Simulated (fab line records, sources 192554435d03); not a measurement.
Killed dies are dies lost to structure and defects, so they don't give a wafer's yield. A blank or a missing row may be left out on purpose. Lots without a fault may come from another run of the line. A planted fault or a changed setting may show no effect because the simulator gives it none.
A struck lot beside a sound one | flow n5_finfet | 15 steps out of a route of 1938
Sound: wafers L124.1, L124.3, L124.4. Struck: wafer L118.1. (L118.6 of the same lot was not struck and is left out.) The cause comes at the end.
At each step with rows: each side's tool, then ch and its chambers, then its first start. Under that, the readings that differ: sound wafers | struck wafers | difference of the means | sigmas: that difference in standard deviations of wafers without a fault.
alike: readings whose means differ by less than 2 such deviations, and words and numbers that are the same on both sides. not compared: withheld readings, readings that some wafer has no value for, bounds like >300 that may hide the same value, and numbers for which the record gives no deviation and whose values overlap.
The two part at a step that has a row with sigmas, a row that says differs or no value, or rows on one side only. Numbers that don't overlap but have no deviation are shown without sigmas and don't part them. A reading that every wafer of one side lacks parts them only if that side has two wafers or more.

first, 2 steps without rows for these wafers: N5_BEOL_M15_PRECLEAN_39 (cleans in residue remover, time 60 s); N5_BEOL_M15_SRD_40 (time 30 s, dry time 30 s).
N5_BEOL_M15_DEGAS_41: time 60 s.
  sound on pvd_sputter-01, day 19 15:17; struck on pvd_sputter-01, day 18 06:56
  alike: heater_power_w
N5_BEOL_M15_PRE_CLEAN_42: time 30 s.
  sound on pvd_sputter-01, day 19 15:19; struck on pvd_sputter-01, day 18 06:58
  alike: heater_power_w
N5_BEOL_M15_SPUTTER_43: material TaN, target thk 15 nm, time 24.19 s.
  sound on pvd_sputter-01, day 19 15:22; struck on pvd_sputter-01, day 18 07:01
  alike: cathode_dc_power_W, throttle_valve_pct
then, 3 steps without rows for these wafers: N5_BEOL_M15_SPUTTER_44 (material Ta, target thk 15 nm, time 24.19 s); N5_BEOL_M15_SPUTTER_45 (material Cu, target thk 100 nm, time 16.67 s); N5_BEOL_M15_ECD_47 (material Cu, target thk 1860 nm).
N5_BEOL_M15_ANNEAL_48: time 90 s.
  sound on rtp_anneal-01 ch 0, day 19 15:53; struck on rtp_anneal-02 ch 0, day 18 07:32
  alike: anneal_temp_c, wafer_temp_C_max
N5_BEOL_M15_CMP_49: polishes, stops on SiO2, t overpolish 4.9 s, target thk 850 nm.
  sound on cmp-04 ch 0,1,2, day 19 16:10; struck on cmp-01 ch 2, day 18 07:53
  alike: barrier_field_endpoint_s, clearing_platen_down_force_psi, edge_zone_pressure_frac, motor_current_A, overpolish_run_s
N5_BEOL_M15_THK_MEAS_50: measures by xrf.
  sound on film_metro-01, day 19 16:28; struck on film_metro-02, day 18 08:08
  alike: M15_THK
then, 1 step without rows for these wafers: N5_BEOL_M15_PRE_CLEAN_52 (time 15 s).
N5_BEOL_M15_DEP_53: deposits SiCN from 3MS/NH3, target thk 50 nm, time 17.8 s.
  sound on pecvd-01 ch 0,1,2, day 19 16:32; struck on pecvd-02 ch 2, day 18 08:13
  reading                                   | sound        | struck | difference | sigmas
  model.SiCN_of_BEOL_M15_DEP_53.thk_nm (nm) | 50.2 50.6 51 | 56.4   | +5.8       |
  alike: rf_fwd_power_W, showerhead_plenum_p_Torr, throttle_valve_pct
N5_BEOL_M15_RS_MEAS_54: measures by four-point-probe.
  sound on film_metro-02, day 19 16:36; struck on film_metro-01, day 18 08:18
  alike: M15_RS
N5_PASSIVATION_PROBE_49:
  the record has rows for the struck wafers here (prober-02, day 19 00:40) and none for the sound ones

WHERE THEY PART
Only at N5_PASSIVATION_PROBE_49, within this record.

WHY: what the simulator had put in
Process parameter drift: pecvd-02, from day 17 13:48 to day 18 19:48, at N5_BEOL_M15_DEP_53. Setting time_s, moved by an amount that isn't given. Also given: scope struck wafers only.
